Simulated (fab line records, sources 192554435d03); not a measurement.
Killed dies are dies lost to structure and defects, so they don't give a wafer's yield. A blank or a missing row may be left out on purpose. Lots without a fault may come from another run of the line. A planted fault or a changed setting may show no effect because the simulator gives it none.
Which tool did it? | flow n5_finfet | 9 lots, 27 wafers sampled, at 5 steps of a route of 1938

WHAT THE GAUGES READ, wafer by wafer
N5_MOL_CONTACT_COAG_THK_MEAS_29. Usual: MD_CAP_THK 17.92 nm, standard deviation 0.072.
lot  | measured     | on            | MD_CAP_THK (nm)   | flag
L794 | day 5 08:19  | film_metro-02 | 17.88 18.02 17.95 |
L797 | day 6 00:34  | film_metro-02 | 17.75 17.88 17.97 |
L799 | day 6 19:55  | film_metro-02 | 17.89 17.93 17.86 |
L800 | day 6 20:09  | film_metro-01 | 17.90 17.88 17.88 |
L809 | day 9 00:15  | film_metro-02 | 17.90 17.85 17.90 |
L812 | day 9 23:08  | film_metro-01 | 17.89 17.88 17.88 |
L814 | day 10 10:17 | film_metro-02 | 17.86 18.00 17.95 |
L815 | day 11 05:11 | film_metro-02 | 17.84 17.87 17.90 |
L816 | day 11 05:19 | film_metro-01 | 17.83 17.85 17.83 |

N5_BEOL_M4_RC_MEAS_101. Usual: DIBL_N 36.4 mV/V, standard deviation 1.3; DIBL_P 36.5 mV/V, standard deviation 1.7; IOFF_N 0.154 nA/um, standard deviation 0.022; IOFF_P 0.202 nA/um, standard deviation 0.025; ION_N 671 uA/um, standard deviation 9.8; ION_P 460 uA/um, standard deviation 6.8; SS_N 71.6 mV/dec, standard deviation 0.54; SS_P 73.4 mV/dec, standard deviation 0.58; VT_N 250.9 mV, standard deviation 2.8; VT_P -251.4 mV, standard deviation 2.7.
lot  | measured     | on        | DIBL_N (mV/V)  | DIBL_P (mV/V)  | IOFF_N (nA/um)    | IOFF_P (nA/um)    | ION_N (uA/um) | ION_P (uA/um) | SS_N (mV/dec)  | SS_P (mV/dec)  | VT_N (mV)         | VT_P (mV)            | flag
L794 | day 8 04:26  | prober-02 | 37.2 34.8 37.4 | 35.9 33.7 36.4 | 0.159 0.124 0.168 | 0.181 0.161 0.194 | 682 668 674   | 449 458 452   | 73.0 71.3 72.1 | 73.1 73.1 72.9 | 252.0 255.4 250.2 | -252.2 -252.7 -252.2 |
L797 | day 8 10:06  | prober-02 | 36.4 38.7 38.6 | 36.5 38.8 38.8 | 0.135 0.172 0.176 | 0.171 0.203 0.202 | 662 678 676   | 448 453 450   | 70.7 71.6 71.8 | 72.7 74.2 73.7 | 251.5 247.7 247.2 | -255.8 -253.6 -253.1 |
L799 | day 9 13:07  | prober-02 | 37.8 36.2 36.0 | 37.6 35.6 35.5 | 0.182 0.152 0.147 | 0.234 0.199 0.197 | 680 684 681   | 470 466 466   | 71.4 70.8 71.3 | 73.9 73.4 73.8 | 247.4 249.2 248.4 | -247.5 -249.2 -248.3 |
L800 | day 10 04:04 | prober-02 | 35.0 35.8 35.1 | 35.0 36.2 34.2 | 0.147 0.169 0.147 | 0.186 0.206 0.174 | 666 679 666   | 460 465 449   | 71.6 71.2 71.5 | 73.4 73.2 73.8 | 252.3 249.0 252.8 | -252.5 -253.1 -252.6 |
L809 | day 12 01:38 | prober-01 | 33.6 34.6 35.3 | 33.9 35.4 36.2 | 0.125 0.136 0.144 | 0.181 0.197 0.205 | 662 671 667   | 457 463 457   | 70.7 71.0 71.8 | 72.4 73.3 73.4 | 255.2 252.1 253.1 | -250.4 -249.0 -250.7 |
L812 | day 12 18:36 | prober-01 | 35.8 38.0 36.2 | 35.5 37.1 35.9 | 0.135 0.161 0.139 | 0.225 0.260 0.243 | 662 656 655   | 466 461 458   | 70.9 72.7 71.7 | 73.0 73.9 73.3 | 253.4 249.9 252.5 | -250.0 -247.8 -245.9 |
L814 | day 12 23:37 | prober-02 | 38.7 37.7 38.3 | 40.7 40.3 41.4 | 0.203 0.184 0.213 | 0.250 0.238 0.267 | 671 675 679   | 462 457 461   | 73.0 72.1 72.4 | 74.1 74.4 73.9 | 248.8 249.9 248.1 | -248.9 -249.7 -247.8 |
L815 | day 13 22:59 | prober-01 | 34.7 35.0 35.2 | 34.7 35.3 36.0 | 0.130 0.134 0.145 | 0.191 0.199 0.215 | 662 679 672   | 459 466 464   | 71.6 70.6 71.2 | 72.5 72.7 72.4 | 253.3 251.0 250.8 | -251.2 -248.1 -249.1 |
L816 | day 13 17:35 | prober-01 | 36.1 37.4 37.3 | 37.4 38.9 38.9 | 0.157 0.189 0.187 | 0.192 0.220 0.211 | 677 685 669   | 453 465 455   | 71.5 71.6 71.8 | 73.3 74.2 73.7 | 247.4 245.6 248.7 | -252.0 -250.3 -251.6 |

WHICH TOOL RAN EACH LOT (tool, then ch and the chambers of the sampled wafers, then the start)
lot  | N5_MOL_CONTACT_COAG_CMP_23    | N5_MOL_CONTACT_COAG_DESCUM_88      | N5_MOL_CONTACT_COAG_ALD_131
L794 | cmp-03 ch 0,1,2, day 5 05:40  | rie_diel-05 ch 0,1,3, day 5 09:26  | ald_sin-01 ch 0,1,2, day 5 09:35
L797 | cmp-03 ch 0,3, day 5 21:52    | rie_diel-05 ch 0,3, day 6 01:52    | ald_sin-01 ch 2,3, day 6 02:00
L799 | cmp-03 ch 1,2, day 6 17:08    | rie_diel-05 ch 0,1, day 6 22:52    | ald_sin-01 ch 2,3, day 6 23:00
L800 | cmp-03 ch 0,2,3, day 6 17:23  | rie_diel-06 ch 1,3, day 6 23:29    | ald_sin-02 ch 1,2,3, day 6 23:38
L809 | cmp-01 ch 0,2,3, day 8 20:52  | rie_diel-05 ch 0,3, day 9 01:32    | ald_sin-01 ch 1,2, day 9 01:40
L812 | cmp-02 ch 1,2, day 9 19:30    | rie_diel-02 ch 1,2, day 10 00:17   | ald_sin-01 ch 0,1,2, day 10 00:25
L814 | cmp-03 ch 1,2,3, day 10 07:32 | rie_diel-06 ch 0,2, day 10 11:39   | ald_sin-04 ch 0,1,3, day 10 11:59
L815 | cmp-02 ch 1,2,3, day 11 02:32 | rie_diel-06 ch 0,2, day 11 06:11   | ald_sin-02 ch 0,1, day 11 06:19
L816 | cmp-01 ch 0,2,3, day 11 02:40 | rie_diel-02 ch 0,1,2, day 11 06:20 | ald_sin-04 ch 0,1,3, day 11 06:29
- N5_MOL_CONTACT_COAG_CMP_23: polishes, stops on SiO2, t overpolish 1.5 s, target thk 0 nm.
- N5_MOL_CONTACT_COAG_DESCUM_88: chemistry O2, time 7 s.
- N5_MOL_CONTACT_COAG_ALD_131: deposits SiO2, target thk 5 nm, pulse time 1 s, co reactant pulse time 1 s.

WHAT THE TOOLS THEMSELVES READ (means of the sampled wafers that have a number; where no wafer has one, the mark that the record gives instead)
N5_MOL_CONTACT_COAG_CMP_23. Usual: edge_zone_pressure_frac 1.000, standard deviation 0.0052; motor_current_A 8.2 A, standard deviation 0.83; overpolish_run_s 1.500 s, standard deviation 0.01; retaining_ring_pressure_frac 1.000, standard deviation 0.0047; time_to_endpoint_s 9.3 s, standard deviation 1.7.
lot  | tool   | edge_zone_pressure_frac | motor_current_A (A) | overpolish_run_s (s) | retaining_ring_pressure_frac | time_to_endpoint_s (s) | flag
L794 | cmp-03 | 1.001                   | 7.8                 | 1.500                | 0.996                        | 10.0                   |
L797 | cmp-03 | 1.000                   | 8.3                 | 1.498                | 1.003                        | 10.8                   |
L799 | cmp-03 | 0.999                   | 7.3                 | 1.494                | 1.003                        | 6.5                    |
L800 | cmp-03 | 1.002                   | 8.4                 | 1.495                | 1.004                        | 10.6                   |
L809 | cmp-01 | 0.992                   | 8.6                 | 1.507                | 0.998                        | 8.9                    |
L812 | cmp-02 | 0.997                   | 8.2                 | 1.504                | 1.004                        | 9.0                    |
L814 | cmp-03 | 1.004                   | 8.2                 | 1.496                | 1.001                        | 8.7                    |
L815 | cmp-02 | 0.999                   | 8.0                 | 1.502                | 1.002                        | 9.0                    |
L816 | cmp-01 | 0.998                   | 8.5                 | 1.488                | 1.003                        | 8.9                    |

N5_MOL_CONTACT_COAG_DESCUM_88. Usual: drypump_motor_current_A 5.8 A, standard deviation 0.35; oes_product_au 0.80 a.u., standard deviation 0.099; rf_fwd_power_W 49.40 W, standard deviation 0.26; rf_vpp_V 242.6 V, standard deviation 1.1; showerhead_plenum_p_Torr 2.05 Torr, standard deviation 0.052; throttle_valve_pct 20.46 %, standard deviation 0.26.
lot  | tool        | drypump_motor_current_A (A) | oes_product_au (a.u.) | rf_fwd_power_W (W) | rf_vpp_V (V) | showerhead_plenum_p_Torr (Torr) | throttle_valve_pct (%) | flag
L794 | rie_diel-05 | 5.5                         | 0.77                  | 49.39              | 242.4        | 2.05                            | 20.34                  |
L797 | rie_diel-05 | 5.7                         | 0.79                  | 49.59              | 243.1        | 2.05                            | 20.32                  |
L799 | rie_diel-05 | 5.3                         | 0.94                  | 49.25              | 242.3        | 2.04                            | 20.13                  |
L800 | rie_diel-06 | 6.0                         | 0.75                  | 49.16              | 243.6        | 2.06                            | 20.58                  |
L809 | rie_diel-05 | 5.7                         | 0.80                  | 49.10              | 242.8        | 2.04                            | 20.30                  |
L812 | rie_diel-02 | 5.4                         | 0.71                  | 49.67              | 242.7        | 2.05                            | 20.57                  |
L814 | rie_diel-06 | 5.9                         | 0.91                  | 49.58              | 242.5        | 2.05                            | 20.16                  |
L815 | rie_diel-06 | 5.8                         | 0.89                  | 49.51              | 242.3        | 2.04                            | 20.27                  |
L816 | rie_diel-02 | 5.7                         | 0.71                  | 49.39              | 242.7        | 2.04                            | 20.68                  |

N5_MOL_CONTACT_COAG_ALD_131. Usual: heater_power_w 82 W, standard deviation 7.7; precursor_pulse_height_rel 1.001, standard deviation 0.019.
lot  | tool       | heater_power_w (W) | precursor_pulse_height_rel | flag
L794 | ald_sin-01 | 79                 | 1.001                      |
L797 | ald_sin-01 | 73                 | 0.984                      |
L799 | ald_sin-01 | 74                 | 1.016                      |
L800 | ald_sin-02 | 87                 | 0.991                      |
L809 | ald_sin-01 | 76                 | 1.006                      |
L812 | ald_sin-01 | 79                 | 0.990                      |
L814 | ald_sin-04 | 84                 | 0.994                      |
L815 | ald_sin-02 | 88                 | 1.015                      |
L816 | ald_sin-04 | 83                 | 1.003                      |

THE ANSWER, worked out from the rows above alone
Rule: a lot is off if the mean of its wafers that have a number lies more than 3 standard deviations from the usual mean. A lot without any number at a reading at which 4 lots or more have one is off too. The other lots that the step has rows for count as sound. The gauges are gone through in route order, then the tools' own readings, and for those a lot's mean is taken as printed above. The first step at which some lot is off is used, and at that step the reading that is off furthest; a lot without a number counts as furthest.
No lot is off at any reading shown: from this, nothing can be told.

WHAT THE SIMULATOR HAD PUT IN
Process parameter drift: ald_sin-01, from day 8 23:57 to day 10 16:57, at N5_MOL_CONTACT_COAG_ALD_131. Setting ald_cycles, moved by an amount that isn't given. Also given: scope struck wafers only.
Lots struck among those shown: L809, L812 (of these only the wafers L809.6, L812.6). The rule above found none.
